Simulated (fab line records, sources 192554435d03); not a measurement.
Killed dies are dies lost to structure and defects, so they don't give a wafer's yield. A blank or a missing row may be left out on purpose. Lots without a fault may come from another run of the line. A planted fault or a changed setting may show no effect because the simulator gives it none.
fab line records | flow n5_finfet
record lots=11 wafers=31 last_day=17
route steps=1938 shown WELL_APT@21 BEOL_M4@1111 PASSIVATION@1936
lots that met no fault: from a run of the same line without faults
start_h: hours from the record's first day to the start of the lot's first wafer shown | wait_h: hours since the lot's step before | " the same as in the row above | L1.1+2: a row that stands for several wafers | - no value, or no start given | * or withheld: withheld | < > ~ a bound
route shown NAME@n: a module of which the file shows steps, and the number in the route of the first | usual: mean/standard deviation of fault-free wafers | same: alike in all rows | chamber/n: place in a boat | sites: the reading at each site | _std_site: their standard deviation | _edge_site: outer sites' mean less inner sites' | radius_mm: how far each site lies from the wafer's centre | mask NAME#n: copy n | behind: the tool/chamber that last shaped the wafer | hold: why the lot was held/for how many hours/how that ended | device: the transistor (n, p or np) that didn't switch | end of line: the same wafers' tests at the end of the route | a step without rows: its recipe alone | killed: dies lost to structure and defects at the first sort, not the wafer's yield | map: a wafer's dies, x killed, . not, _ none there
set.NAME: the setting as run; set.NAME@STEP: as run at that earlier step | model.NAME: the simulator's own value behind a step, which no gauge read
steps of the route over a sample of lots; a table a step, a row a wafer
services: from which hour (start_h, from the record's first day; less than 0 if before it) a tool's chamber was out of use, for how many hours, and why
## steps
# step N5_WELL_APT_COAT_02
# recipe spin_rpm=1357 resist_thk_nm=950
# usual spin_speed_rpm=1357.0/1.1
# columns lot.wafer tool chamber start_h wait_h spin_speed_rpm
L260.2 litho_track-05 0 25.45 - 1358.3
L260.3 " 0 " " 1357.4
L260.4 " 0 " " 1359.1
L262.1 litho_track-05 0 37.34 - 1357.8
L262.2 " 0 " " 1356.0
L262.4 " 0 " " 1357.8
L263.1 litho_track-01 0 43.41 - 1356.4
L263.3 " 0 " " 1359.2
L263.4 " 0 " " 1355.6
L264.1 litho_track-05 0 49.41 - 1357.2
L264.2 " 0 " " 1356.5
L264.5 " 0 " " 1357.0
L266.1 litho_track-05 0 61.46 - 1357.9
L266.4 " 0 " " 1355.7
L266.5 " 0 " " 1356.6
L267.5 litho_track-03 0 67.39 - 1357.5
L267.6 " 0 " " 1356.4
L268.3 litho_track-01 0 73.33 - 1355.6
L268.4 " 0 " " 1356.2
L268.6 " 0 " " 1356.1
L269.1 litho_track-01 0 79.59 - 1356.6
L269.5 " 0 " " 1355.4
L270.1 litho_track-01 0 85.41 - 1442.9
L270.2 " 0 " " 1443.5
L270.6 " 0 " " 1443.2
L271.1 litho_track-03 0 91.29 - 1358.2
L271.5 " 0 " " 1356.5
L271.6 " 0 " " 1356.8
L275.2 litho_track-01 0 115.42 - 1442.4
L275.3 " 0 " " 1441.8
L275.5 " 0 " " 1441.5
# step N5_WELL_APT_INSPECT_10
# recipe mode=adi inspect_instrument=macro
# usual raw_defect_count=2.0/1.3
# columns lot.wafer tool chamber start_h wait_h raw_defect_count
L260.2 defect_inspect-02 - 25.89 0.0 2
L260.3 " - " " 3
L260.4 " - " " 1
L262.1 defect_inspect-01 - 37.66 0.0 4
L262.2 " - " " 3
L262.4 " - " " 1
L263.1 defect_inspect-02 - 43.74 0.0 4
L263.3 " - " " 3
L263.4 " - " " 4
L264.1 defect_inspect-01 - 49.73 0.0 1
L264.2 " - " " 5
L264.5 " - " " 2
L266.1 defect_inspect-01 - 61.78 0.0 1
L266.4 " - " " 4
L266.5 " - " " 4
L267.5 defect_inspect-02 - 67.84 0.0 3
L267.6 " - " " 1
L268.3 defect_inspect-02 - 73.65 0.0 3
L268.4 " - " " 2
L268.6 " - " " 3
L269.1 defect_inspect-01 - 79.91 0.0 2
L269.5 " - " " 3
L270.1 defect_inspect-01 - 85.86 0.0 2
L270.2 " - " " 3
L270.6 " - " " 1
L271.1 defect_inspect-01 - 91.62 0.0 1
L271.5 " - " " 4
L271.6 " - " " 3
L275.2 defect_inspect-01 - 115.87 0.0 1
L275.3 " - " " 4
L275.5 " - " " 2
# step N5_WELL_APT_INSPECT_27
# recipe mode=adi inspect_instrument=macro
# usual raw_defect_count=2.2/1.3
# columns lot.wafer tool chamber start_h wait_h raw_defect_count
L260.2 defect_inspect-01 - 27.14 0.0 2
L260.3 " - " " 3
L260.4 " - " " 4
L262.1 defect_inspect-01 - 38.90 0.0 1
L262.2 " - " " 2
L262.4 " - " " 2
L263.1 defect_inspect-01 - 45.14 0.0 1
L263.3 " - " " 4
L263.4 " - " " 2
L264.1 defect_inspect-02 - 50.98 0.0 3
L264.2 " - " " 3
L264.5 " - " " 3
L266.1 defect_inspect-01 - 63.03 0.0 1
L266.4 " - " " 3
L266.5 " - " " 2
L267.5 defect_inspect-02 - 68.96 0.0 2
L267.6 " - " " 1
L268.3 defect_inspect-02 - 74.79 0.0 1
L268.4 " - " " 1
L268.6 " - " " 3
L269.1 defect_inspect-01 - 81.18 0.0 0
L269.5 " - " " 1
L270.1 defect_inspect-01 - 86.99 0.0 2
L270.2 " - " " 1
L270.6 " - " " 5
L271.1 defect_inspect-02 - 92.86 0.0 1
L271.5 " - " " 1
L271.6 " - " " 2
L275.2 defect_inspect-01 - 116.99 0.0 1
L275.3 " - " " 4
L275.5 " - " " 1
# step N5_WELL_APT_EPI_41
# recipe material=Si target_thk_a=500 temp_c=650 precursor=SiH4/H2 pressure_torr=20 time_s=297.7
# usual susceptor_temp_C_max=651.7/0.39 throttle_valve_pct=10.68/0.2
# columns lot.wafer tool chamber start_h wait_h susceptor_temp_C_max throttle_valve_pct
L260.2 epi_rpcvd-02 0 28.85 0.2 651.6 10.56
L260.3 " 0 " " 651.8 10.47
L260.4 " 0 " " 651.7 10.53
L262.1 epi_rpcvd-02 0 39.99 0.0 651.5 10.60
L262.2 " 0 " " 651.8 10.52
L262.4 " 0 " " 651.0 10.40
L263.1 epi_rpcvd-04 0 46.95 0.0 651.3 10.91
L263.3 " 0 " " 651.5 10.97
L263.4 " 0 " " 651.7 10.66
L264.1 epi_rpcvd-02 0 52.02 0.0 651.9 10.38
L264.2 " 0 " " 651.4 10.62
L264.5 " 0 " " 651.7 10.79
L266.1 epi_rpcvd-02 0 64.17 0.0 651.9 10.79
L266.4 " 0 " " 651.5 10.12
L266.5 " 0 " " 652.4 10.36
L267.5 epi_rpcvd-03 0 70.63 0.4 651.0 10.75
L267.6 " 0 " " 651.6 10.96
L268.3 epi_rpcvd-02 0 76.08 0.2 651.3 10.33
L268.4 " 0 " " 651.8 10.82
L268.6 " 0 " " 651.4 10.54
L269.1 epi_rpcvd-04 0 82.75 0.0 651.4 10.97
L269.5 " 0 " " 651.0 10.85
L270.1 epi_rpcvd-02 0 89.04 0.0 651.7 10.49
L270.2 " 0 " " 652.0 10.47
L270.6 " 0 " " 651.3 10.44
L271.1 epi_rpcvd-04 0 94.21 0.0 650.9 10.57
L271.5 " 0 " " 651.9 11.08
L271.6 " 0 " " 651.3 10.91
L275.2 epi_rpcvd-04 0 118.27 0.1 651.4 10.92
L275.3 " 0 " " 651.7 10.78
L275.5 " 0 " " 651.5 10.63
# step N5_BEOL_M4_RC_MEAS_101
# usual DIBL_N=37.0/2.3 DIBL_P=37.3/2.8 IOFF_N=0.17/0.046 IOFF_P=0.23/0.054 ION_N=675/14 ION_P=460/9.3 SS_N=71.7/0.73 SS_P=73.6/0.95 VT_N=249/3.9 VT_P=-250/3.9
# columns lot.wafer tool chamber start_h wait_h DIBL_N[mV/V] DIBL_P[mV/V] IOFF_N[nA/um] IOFF_P[nA/um] ION_N[uA/um] ION_P[uA/um] SS_N[mV/dec] SS_P[mV/dec] VT_N[mV] VT_P[mV]
L260.2 prober-02 0 173.38 0.2 39.7 40.0 0.23 0.29 673 460 72.5 74.6 247 -249
L260.3 " 0 " " 36.8 37.0 0.16 0.21 670 462 71.8 74.2 250 -252
L260.4 " 0 " " 33.8 34.2 0.13 0.18 662 458 71.0 72.5 250 -252
L262.1 prober-01 0 193.90 0.0 36.7 38.7 0.17 0.26 681 475 70.8 74.1 248 -247
L262.2 " 0 " " 36.7 36.8 0.16 0.21 671 459 71.5 72.5 251 -251
L262.4 " 0 " " 36.5 38.3 0.16 0.25 679 473 71.2 73.6 251 -247
L264.1 prober-02 0 200.18 0.0 35.3 36.6 0.15 0.19 670 458 71.4 73.1 253 -255
L264.2 " 0 " " 38.5 39.5 0.22 0.25 703 474 72.1 73.8 245 -251
L264.5 " 0 " " 39.3 40.8 0.23 0.27 706 471 72.3 74.8 248 -249
L263.1 prober-01 0 201.22 0.0 36.5 38.2 0.19 0.25 691 469 72.1 73.1 246 -247
L263.3 " 0 " " 34.8 36.0 0.14 0.21 653 455 71.9 71.4 251 -248
L263.4 " 0 " " 40.1 43.2 0.28 0.37 701 483 72.7 74.5 242 -242
L266.1 prober-01 0 221.92 0.0 38.9 41.4 0.20 0.29 679 467 71.3 74.8 248 -246
L266.4 " 0 " " 37.5 38.2 0.16 0.23 682 470 72.1 74.1 249 -250
L266.5 " 0 " " 38.8 40.7 0.21 0.28 691 474 72.2 74.7 248 -246
L267.5 prober-02 0 222.87 0.6 35.7 35.0 0.15 0.23 677 468 71.5 73.0 250 -246
L267.6 " 0 " " 41.2 42.4 0.27 0.37 700 473 73.1 74.4 244 -243
L268.3 prober-01 0 225.68 0.3 34.9 32.9 0.14 0.19 681 474 71.4 73.1 250 -248
L268.4 " 0 " " 34.1 32.0 0.11 0.18 654 455 71.5 72.2 257 -250
L268.6 " 0 " " 34.6 33.9 0.12 0.20 669 466 71.9 72.5 254 -250
L269.1 prober-01 0 235.41 0.0 37.4 35.9 0.17 0.19 670 458 71.4 73.9 247 -251
L269.5 " 0 " " 37.1 36.5 0.15 0.20 650 450 71.0 72.9 252 -251
L270.1 prober-02 0 248.20 0.0 32.2 32.4 0.11 0.18 655 460 70.1 72.2 256 -253
L270.2 " 0 " " 39.6 41.7 0.26 0.34 701 478 71.5 75.0 240 -244
L270.6 " 0 " " 37.6 38.2 0.19 0.26 678 465 72.0 73.4 247 -245
L271.1 prober-02 0 250.89 0.0 36.1 38.2 0.19 0.28 668 459 71.0 74.4 243 -245
L271.5 " 0 " " 33.9 34.1 0.14 0.21 673 458 70.5 72.7 251 -250
L271.6 " 0 " " 37.1 38.5 0.23 0.30 694 469 71.8 74.5 241 -245
L275.2 prober-02 0 286.35 0.2 33.5 30.7 0.10 0.13 640 440 71.0 72.3 257 -258
L275.3 " 0 " " 36.2 35.0 0.14 0.18 664 452 71.2 73.1 250 -254
L275.5 " 0 " " 37.3 35.0 0.16 0.18 666 448 72.1 73.3 250 -253
# step N5_PASSIVATION_PROBE_49
# usual defect_limited_yield=91.5/1.3 killed_at_M0_to_M3=36/10 killed_at_M4_up=13/4.7 killed_at_contacts=13/6.7 killed_at_front_end=37/9.7 killed_at_other=2.6/2.3 killed_dies=101/15 killed_open=67/12 killed_short=32/6.7 sort_bin_4_leakage=0.0/0.31 sort_bin_5_function=5.0/0.89 sort_bin_6_memory=3.2/0.63 sort_bin_8_speed=0.01/0.03 sort_n_pass=1079/16 sort_yield_pct=91.4/1.4
# same gross_dies=1180 killed_at_back_side=0
# columns lot.wafer tool chamber start_h wait_h defect_limited_yield[%] killed_at_M0_to_M3 killed_at_M4_up killed_at_contacts killed_at_front_end killed_at_other killed_dies killed_open killed_short sort_bin_4_leakage[%] sort_bin_5_function[%] sort_bin_6_memory[%] sort_bin_8_speed[%] sort_n_pass sort_yield_pct[%]
L260.2 prober-01 - 274.59 0.1 93.1 25 15 13 28 0 81 52 28 0 3.1 3.5 0 1099 93.1
L260.3 prober-01 - 274.64 0.1 92.0 22 15 16 38 3 94 60 32 0 4.7 2.7 0 1086 92.0
L260.4 prober-01 - 274.69 0.2 91.8 28 11 21 33 4 97 69 28 0 4.4 3.5 0 1083 91.8
L262.1 prober-01 - 312.98 0.0 91.9 28 8 17 37 5 95 70 25 0 4.7 3.3 0 1085 91.9
L262.2 prober-01 - 313.03 0.1 92.7 27 9 15 30 5 86 57 25 0 4.2 2.7 0 1094 92.7
L262.4 prober-01 - 313.13 0.2 93.1 30 17 8 25 2 82 54 26 0 4.2 2.7 0 1098 93.1
L266.1 prober-01 - 343.90 0.0 92.8 34 10 18 23 0 85 55 29 0 4.5 2.4 0.08 1095 92.8
L266.4 prober-01 - 344.05 0.2 92.7 36 12 15 21 2 86 57 29 0 3.9 2.9 0 1094 92.7
L266.5 prober-01 - 344.10 0.2 90.8 44 13 25 24 2 108 76 32 0 5.0 3.8 0 1072 90.8
L270.1 prober-01 - 364.05 0.0 91.2 34 11 14 41 4 104 77 26 0 4.6 3.9 0 1076 91.2
L270.2 prober-01 - 364.10 0.1 92.5 25 19 6 38 1 89 56 31 0 4.2 3.1 0 1091 92.5
L270.6 prober-01 - 364.30 0.3 92.5 27 8 13 38 3 89 57 31 0 4.2 3.3 0 1091 92.5
L271.1 prober-02 - 368.33 0.0 94.5 23 10 9 17 6 65 44 20 0 3.1 2.2 0 1115 94.5
L271.5 prober-02 - 368.53 0.2 93.3 24 9 15 27 4 79 50 26 0 3.2 3.0 0 1101 93.3
L271.6 prober-02 - 368.58 0.3 90.8 53 8 6 38 3 108 71 35 0 4.2 4.3 0 1072 90.8
L275.2 prober-02 - 398.03 0.1 91.5 39 12 2 45 2 100 64 35 0 5.1 3.0 0.17 1078 91.4
L275.3 prober-02 - 398.08 0.1 91.9 43 6 5 39 3 96 70 24 0 5.8 2.3 0 1084 91.9
L275.5 prober-02 - 398.18 0.2 92.8 33 10 13 28 1 85 60 25 0 4.2 3.0 0 1095 92.8
# killed by level:class
L260.2 MOL_CONTACT_COAG:geometric_particle:open=11 BEOL_M0_SAQP:geometric_particle:short=10 BEOL_M4:geometric_particle:open=7 STI_FIN_REVEAL:geometric_particle:open=6 FIN_SAQP:geometric_particle:short=5 BEOL_M3:geometric_particle:open=4 STARTING-WAFER:geometric_particle:open=4 GATE_CUT:geometric_particle:short=3
L260.3 MOL_CONTACT_COAG:geometric_particle:open=12 FIN_SAQP:geometric_particle:short=10 BEOL_M2:geometric_particle:open=8 STI_FIN_REVEAL:geometric_particle:open=6 BEOL_M4:geometric_particle:open=6 DUMMY_GATE:geometric_particle:open=4 MOL_CONTACT_COAG:geometric_particle:short=4 GATE_CUT:geometric_particle:open=3
L260.4 MOL_CONTACT_COAG:geometric_particle:open=13 STI_FIN_REVEAL:geometric_particle:open=8 MOL_CONTACT_COAG:geometric_particle:short=8 FIN_SAQP:geometric_particle:open=6 BEOL_M2:geometric_particle:open=6 DUMMY_GATE:geometric_particle:open=5 BEOL_M0_SAQP:geometric_particle:open=5 BEOL_M1:geometric_particle:open=5
L262.1 MOL_CONTACT_COAG:geometric_particle:open=14 STI_FIN_REVEAL:geometric_particle:open=10 BEOL_M3:geometric_particle:open=9 BEOL_M0_SAQP:geometric_particle:open=5 BEOL_M1:geometric_particle:open=5 FIN_SAQP:geometric_particle:open=4 STARTING-WAFER:geometric_particle:short=4 DUMMY_GATE:geometric_particle:open=3
L262.2 MOL_CONTACT_COAG:geometric_particle:open=11 FIN_SAQP:geometric_particle:open=8 BEOL_M1:geometric_particle:open=7 BEOL_M3:geometric_particle:open=7 FIN_SAQP:geometric_particle:short=5 STI_FIN_REVEAL:geometric_particle:open=5 MOL_CONTACT_COAG:geometric_particle:short=4 BEOL_M4:geometric_particle:open=4
L262.4 BEOL_M1:geometric_particle:open=10 MOL_CONTACT_COAG:geometric_particle:open=7 BEOL_M3:geometric_particle:open=7 BEOL_M4:geometric_particle:open=6 FIN_SAQP:geometric_particle:short=5 GATE_CUT:geometric_particle:short=5 BEOL_M2:geometric_particle:open=5 BEOL_M5:geometric_particle:open=5
L266.1 MOL_CONTACT_COAG:geometric_particle:open=14 BEOL_M0_SAQP:geometric_particle:short=10 BEOL_M0_SAQP:geometric_particle:open=7 BEOL_M3:geometric_particle:open=6 STI_FIN_REVEAL:geometric_particle:open=4 GATE_CUT:geometric_particle:short=4 MOL_CONTACT_COAG:geometric_particle:short=4 BEOL_M0:geometric_particle:open=4
L266.4 MOL_CONTACT_COAG:geometric_particle:open=13 BEOL_M0_SAQP:geometric_particle:open=10 BEOL_M0_SAQP:geometric_particle:short=8 BEOL_M4:geometric_particle:open=7 DUMMY_GATE:geometric_particle:open=5 BEOL_M3:geometric_particle:open=4 BEOL_M1:geometric_particle:open=3 BEOL_M2:geometric_particle:open=3
L266.5 MOL_CONTACT_COAG:geometric_particle:open=22 BEOL_M0_SAQP:geometric_particle:open=13 BEOL_M0_SAQP:geometric_particle:short=11 BEOL_M3:geometric_particle:open=11 DUMMY_GATE:geometric_particle:open=4 STARTING-WAFER:geometric_particle:open=4 FIN_SAQP:geometric_particle:short=3 GATE_CUT:geometric_particle:short=3
L270.1 MOL_CONTACT_COAG:geometric_particle:open=14 BEOL_M1:geometric_particle:open=9 STI_FIN_REVEAL:geometric_particle:open=8 FIN_SAQP:geometric_particle:open=7 BEOL_M0_SAQP:geometric_particle:open=7 BEOL_M3:geometric_particle:open=7 FIN_SAQP:geometric_particle:short=6 GATE_CUT:geometric_particle:short=6
L270.2 BEOL_M4:geometric_particle:open=14 BEOL_M0_SAQP:geometric_particle:short=9 BEOL_M0_SAQP:geometric_particle:open=7 MOL_CONTACT_COAG:geometric_particle:open=6 STI_FIN_REVEAL:geometric_particle:open=6 STARTING-WAFER:geometric_particle:short=5 BEOL_M1:geometric_particle:open=5 STI_FIN_REVEAL:geometric_particle:short=4
L270.6 MOL_CONTACT_COAG:geometric_particle:open=11 BEOL_M0_SAQP:geometric_particle:short=10 FIN_SAQP:geometric_particle:open=8 FIN_SAQP:geometric_particle:short=7 STI_FIN_REVEAL:geometric_particle:open=7 BEOL_M0_SAQP:geometric_particle:open=7 BEOL_M1:geometric_particle:open=5 GATE_CUT:geometric_particle:open=4
L271.1 MOL_CONTACT_COAG:geometric_particle:open=7 BEOL_M1:geometric_particle:open=6 FIN_SAQP:geometric_particle:open=4 GATE_CUT:geometric_particle:short=4 BEOL_M3:geometric_particle:open=4 FIN_SAQP:geometric_particle:short=3 BEOL_M0:geometric_particle:open=3 BEOL_M2:geometric_particle:open=3
L271.5 MOL_CONTACT_COAG:geometric_particle:open=13 FIN_SAQP:geometric_particle:short=6 BEOL_M3:geometric_particle:open=5 FIN_CUT:geometric_particle:short=4 FIN_SAQP:geometric_particle:open=3 STI_FIN_REVEAL:geometric_particle:open=3 BEOL_M0_SAQP:geometric_particle:open=3 BEOL_M0:geometric_particle:short=3
L271.6 BEOL_M2:geometric_particle:open=14 BEOL_M3:geometric_particle:open=10 GATE_CUT:geometric_particle:open=7 BEOL_M0_SAQP:geometric_particle:short=6 BEOL_M0_SAQP:geometric_particle:open=6 BEOL_M2:geometric_particle:short=6 DUMMY_GATE:geometric_particle:open=5 MOL_CONTACT_COAG:geometric_particle:open=5
L275.2 DUMMY_GATE:geometric_particle:open=8 STI_FIN_REVEAL:geometric_particle:open=7 BEOL_M0_SAQP:geometric_particle:short=7 BEOL_M2:geometric_particle:open=7 GATE_CUT:geometric_particle:short=6 BEOL_M3:geometric_particle:open=6 BEOL_M1:geometric_particle:open=6 FIN_SAQP:geometric_particle:open=5
L275.3 BEOL_M3:geometric_particle:open=13 FIN_SAQP:geometric_particle:open=10 GATE_CUT:geometric_particle:short=9 BEOL_M1:geometric_particle:open=8 DUMMY_GATE:geometric_particle:open=7 MOL_CONTACT_COAG:geometric_particle:open=5 BEOL_M2:geometric_particle:open=5 BEOL_M0:geometric_particle:open=5
L275.5 MOL_CONTACT_COAG:geometric_particle:open=10 BEOL_M2:geometric_particle:open=8 FIN_SAQP:geometric_particle:open=5 FIN_SAQP:geometric_particle:short=5 BEOL_M0_SAQP:geometric_particle:open=5 BEOL_M1:geometric_particle:open=5 DUMMY_GATE:geometric_particle:open=4 GATE_CUT:geometric_particle:short=4
## services
# columns tool chamber start_h hours kind
epi_rpcvd-04 - 64.22 0.7 repair
epi_rpcvd-02 - 97.85 1.3 repair
## key
first_sign step=N5_WELL_APT_COAT_02 reading=spin_speed_rpm direction=up sigmas=80 usual=* struck=*
effect none on later readings
met_at N5_WELL_APT_COAT_02
struck_lots L270,L275
not_acting_at N5_WELL_APT_INSPECT_10,N5_WELL_APT_INSPECT_27,N5_WELL_APT_EPI_41
onset_between 79.59 85.41
fault kind=process_parameter_drift tool=litho_track-01 chamber=- onset_h=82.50 steps=N5_WELL_APT_COAT_02 channel=spin_rpm offset=* shape=step end_h=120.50 acts_in=* stated=*
